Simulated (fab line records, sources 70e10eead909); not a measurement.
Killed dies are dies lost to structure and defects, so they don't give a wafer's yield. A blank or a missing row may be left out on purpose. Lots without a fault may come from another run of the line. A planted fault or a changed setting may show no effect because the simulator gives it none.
Which tool did it? | flow nand_harc | 14 lots, 39 wafers sampled, at 6 steps of a route of 1159

WHAT THE GAUGES READ, wafer by wafer
NHARC_P_BONDPAD_CD_MEAS_13. Usual: cd_nm 499.2 nm, standard deviation 1.6.
lot  | measured     | on        | cd_nm (nm)        | flag
L651 | day 6 12:38  | cd_sem-02 | 497.5 497.0 496.4 |
L655 | day 7 09:13  | cd_sem-03 | 499.8 499.7 499.6 |
L654 | day 7 13:43  | cd_sem-02 | 500.7 500.3 501.7 |
L657 | day 7 14:43  | cd_sem-01 | 496.5 495.0 496.9 |
L658 | day 8 02:16  | cd_sem-01 | 499.5 498.5 497.6 |
L660 | day 8 11:58  | cd_sem-01 | 499.9 497.0 498.7 |
L659 | day 8 17:15  | cd_sem-03 | 500.2 500.2 501.2 |
L661 | day 9 02:38  | cd_sem-02 | 501.7 497.3 501.3 |
L664 | day 9 15:37  | cd_sem-03 | 499.2 497.8       |
L662 | day 9 16:08  | cd_sem-03 | 497.4 497.1       |
L663 | day 9 17:10  | cd_sem-01 | 498.0 501.1 500.6 |
L670 | day 10 20:47 | cd_sem-02 | 499.2 498.5 500.0 |
L669 | day 10 21:00 | cd_sem-03 | 499.3 501.5       |
L673 | day 11 14:58 | cd_sem-03 | 499.5 500.6 499.5 |

NHARC_A_ONON_D1_THK_MEAS_14: measures by ellipsometry. Usual: thk_nm 999 nm, standard deviation 8.9.
lot  | measured     | on            | thk_nm (nm)    | flag
L651 | day 7 23:37  | film_metro-02 | 1002 1001 1003 |
L655 | day 8 16:24  | film_metro-02 | 987 988 988    |
L654 | day 8 16:32  | film_metro-01 | 1012 1012 1014 |
L657 | day 8 16:19  | film_metro-01 | 992 993 992    |
L658 | day 9 07:21  | film_metro-02 | 1013 1012 1012 |
L660 | day 9 16:49  | film_metro-01 | 1007 1006 1007 |
L659 | day 9 21:40  | film_metro-01 | 993 994 993    |
L661 | day 10 09:53 | film_metro-01 | 993 993 993    |
L664 | day 10 21:37 | film_metro-01 | 996 632        | OFF
L662 | day 10 21:58 | film_metro-02 | 1007 640       | OFF
L663 | day 10 21:38 | film_metro-02 | 1012 1011 1011 |
L670 | day 12 01:20 | film_metro-02 | 995 995 993    |
L669 | day 12 01:28 | film_metro-01 | 990 626        | OFF
L673 | day 12 18:59 | film_metro-01 | 995 995 997    |

NHARC_END_SORT_01. Usual: killed_at_array 24, standard deviation 7.4; killed_at_other 0.5, standard deviation 0.81; killed_at_periphery 3.4, standard deviation 2.3; killed_dies 28, standard deviation 8; killed_open 3.4, standard deviation 1.8; killed_short 2.0, standard deviation 1.4.
lot  | measured     | on        | killed_at_array | killed_at_other | killed_at_periphery | killed_dies | killed_open | killed_short | flag
L664 | day 22 13:58 | prober-01 | 24 675          | 0 0             | 7 2                 | 31 677      | 5 6         | 2 2          | OFF
L662 | day 22 20:52 | prober-02 | 15 674          | 1 1             | 0 2                 | 16 677      | 3 4         | 1 4          | OFF
L669 | day 24 03:47 | prober-02 | 15 671          | 1 3             | 6 3                 | 22 677      | 2 3         | 2 2          | OFF

WHICH TOOL RAN EACH LOT (tool, then ch and the chambers of the sampled wafers, then the start)
lot  | NHARC_P_BONDPAD_STRIP_15           | NHARC_P_BONDPAD_PRE_CLEAN_26            | NHARC_A_ONON_D1_DEP_12
L651 | rie_diel-04 ch 0,1,2, day 6 12:43  | pvd_sputter-01, day 7 23:10 or earlier  | pecvd_onon-04 ch 0, day 7 23:10
L655 | rie_diel-04 ch 1,3, day 7 09:19    | pvd_sputter-03, day 8 16:00 or earlier  | pecvd_onon-02 ch 0, day 8 16:00
L654 | rie_diel-04 ch 0,1,3, day 7 13:49  | pvd_sputter-02, day 8 16:08 or earlier  | pecvd_onon-04 ch 0, day 8 16:08
L657 | rie_diel-04 ch 1,2,3, day 7 14:49  | pvd_sputter-02, day 8 15:48 or earlier  | pecvd_onon-03 ch 0, day 8 15:48
L658 | rie_diel-04 ch 0,1,2, day 8 02:20  | pvd_sputter-01, day 9 06:50 or earlier  | pecvd_onon-03 ch 0, day 9 06:50
L660 | rie_diel-04 ch 0,1,2, day 8 12:02  | pvd_sputter-03, day 9 16:22 or earlier  | pecvd_onon-02 ch 0, day 9 16:22
L659 | rie_diel-04 ch 0,2, day 8 17:19    | pvd_sputter-03, day 9 21:13 or earlier  | pecvd_onon-03 ch 0, day 9 21:13
L661 | rie_diel-04 ch 0,2,3, day 9 02:46  | pvd_sputter-02, day 10 09:22 or earlier | pecvd_onon-03 ch 0, day 10 09:22
L664 | rie_diel-04 ch 0,3, day 9 15:43    | pvd_sputter-01, day 10 21:10 or earlier | pecvd_onon-03 ch 0, day 10 21:10
L662 | rie_diel-04 ch 1,3, day 9 16:13    | pvd_sputter-02, day 10 21:27 or earlier | pecvd_onon-03 ch 0, day 10 21:27
L663 | rie_diel-04 ch 1,2,3, day 9 17:16  | pvd_sputter-02, day 10 21:11 or earlier | pecvd_onon-02 ch 0, day 10 21:11
L670 | rie_diel-04 ch 0,2,3, day 10 20:53 | pvd_sputter-01, day 12 00:52 or earlier | pecvd_onon-04 ch 0, day 12 00:52
L669 | rie_diel-12 ch 0,2, day 10 21:05   | pvd_sputter-03, day 12 00:57 or earlier | pecvd_onon-03 ch 0, day 12 00:57
L673 | rie_diel-04 ch 0,1,2, day 11 15:02 | pvd_sputter-02, day 12 18:28 or earlier | pecvd_onon-04 ch 0, day 12 18:28
- NHARC_P_BONDPAD_STRIP_15: strips in O2.
- NHARC_P_BONDPAD_PRE_CLEAN_26: time 30 s.
- NHARC_A_ONON_D1_DEP_12: target thk 1000 nm.

WHAT THE TOOLS THEMSELVES READ (means of the sampled wafers that have a number; where no wafer has one, the mark that the record gives instead)
NHARC_P_BONDPAD_STRIP_15. Usual: drypump_motor_current_A 5.6 A, standard deviation 0.51; oes_product_au 1.000 a.u., standard deviation 0.0067; rf_vpp_V 58.0 V, standard deviation 0.97; showerhead_plenum_p_Torr 3.63 Torr, standard deviation 0.13; throttle_valve_pct 17.035 %, standard deviation 0.0091.
lot  | tool        | drypump_motor_current_A (A) | oes_product_au (a.u.) | rf_vpp_V (V) | showerhead_plenum_p_Torr (Torr) | throttle_valve_pct (%) | flag
L651 | rie_diel-04 | 5.3                         | 0.998                 | 58.0         | 3.68                            | 17.035                 |
L655 | rie_diel-04 | 6.1                         | 1.000                 | 58.2         | 3.63                            | 17.038                 |
L654 | rie_diel-04 | 5.7                         | 1.003                 | 58.0         | 3.69                            | 17.036                 |
L657 | rie_diel-04 | 5.7                         | 0.999                 | 57.5         | 3.62                            | 17.035                 |
L658 | rie_diel-04 | 5.3                         | 0.988                 | 58.2         | 3.68                            | 17.036                 |
L660 | rie_diel-04 | 5.3                         | 1.003                 | 59.3         | 3.68                            | 17.039                 |
L659 | rie_diel-04 | 5.3                         | 0.992                 | 57.9         | 3.60                            | 17.038                 |
L661 | rie_diel-04 | 5.7                         | 0.996                 | 57.1         | 3.61                            | 17.044                 |
L664 | rie_diel-04 | 6.0                         | 0.995                 | 57.6         | 3.65                            | 17.041                 |
L662 | rie_diel-04 | 5.9                         | 1.007                 | 58.3         | 3.66                            | 17.035                 |
L663 | rie_diel-04 | 5.7                         | 1.003                 | 58.6         | 3.62                            | 17.028                 |
L670 | rie_diel-04 | 5.7                         | 0.997                 | 58.8         | 3.61                            | 17.036                 |
L669 | rie_diel-12 | 5.2                         | 1.001                 | 58.0         | 3.55                            | 17.038                 |
L673 | rie_diel-04 | 5.3                         | 1.003                 | 58.8         | 3.67                            | 17.026                 |

NHARC_P_BONDPAD_PRE_CLEAN_26. Usual: heater_power_w 402 W, standard deviation 36.
lot  | tool           | heater_power_w (W) | flag
L651 | pvd_sputter-01 | 410                |
L655 | pvd_sputter-03 | 430                |
L654 | pvd_sputter-02 | 389                |
L657 | pvd_sputter-02 | 393                |
L658 | pvd_sputter-01 | 411                |
L660 | pvd_sputter-03 | 423                |
L659 | pvd_sputter-03 | 475                |
L661 | pvd_sputter-02 | 394                |
L664 | pvd_sputter-01 | 380                |
L662 | pvd_sputter-02 | 404                |
L663 | pvd_sputter-02 | 389                |
L670 | pvd_sputter-01 | 405                |
L669 | pvd_sputter-03 | 450                |
L673 | pvd_sputter-02 | 393                |

NHARC_A_ONON_D1_DEP_12. Usual: n2_flow_sccm 2750 sccm, standard deviation 8.7.
lot  | tool          | n2_flow_sccm (sccm) | flag
L651 | pecvd_onon-04 | 2756                |
L655 | pecvd_onon-02 | 2732                |
L654 | pecvd_onon-04 | 2763                |
L657 | pecvd_onon-03 | 2740                |
L658 | pecvd_onon-03 | 2759                |
L660 | pecvd_onon-02 | 2747                |
L659 | pecvd_onon-03 | 2751                |
L661 | pecvd_onon-03 | 2760                |
L664 | pecvd_onon-03 | 2747                |
L662 | pecvd_onon-03 | 2760                |
L663 | pecvd_onon-02 | 2760                |
L670 | pecvd_onon-04 | 2750                |
L669 | pecvd_onon-03 | 2746                |
L673 | pecvd_onon-04 | 2754                |

THE ANSWER, worked out from the rows above alone
Rule: a lot is off if the mean of its wafers that have a number lies more than 3 standard deviations from the usual mean. A lot without any number at a reading at which 4 lots or more have one is off too. The other lots that the step has rows for count as sound. The gauges are gone through in route order, then the tools' own readings, and for those a lot's mean is taken as printed above. The first step at which some lot is off is used, and at that step the reading that is off furthest; a lot without a number counts as furthest.
Off: L664, L662, L669, at NHARC_A_ONON_D1_THK_MEAS_14 (thk_nm).
A tool fits if, at a process step before that reading, it ran every lot that is off, and no sound lot after the first of them. The gauges at NHARC_A_ONON_D1_THK_MEAS_14 aren't tried: what is off there is off at NHARC_END_SORT_01 too, on other tools, and a gauge's error can't cause that. NHARC_P_BONDPAD_PRE_CLEAN_26 gives no start for some lots, so the hours and the order of its lots are those of NHARC_A_ONON_D1_DEP_12. One fits: pecvd_onon-03 at NHARC_A_ONON_D1_DEP_12. Its last sound lot is L661 (day 10 09:22), its first lot that is off L664 (day 10 21:10): a fault that began between those two fits.

WHAT THE SIMULATOR HAD PUT IN
Process parameter drift: pecvd_onon-03, from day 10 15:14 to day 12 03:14, at NHARC_A_ONON_D1_DEP_12. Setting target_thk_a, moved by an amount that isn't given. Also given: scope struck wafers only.
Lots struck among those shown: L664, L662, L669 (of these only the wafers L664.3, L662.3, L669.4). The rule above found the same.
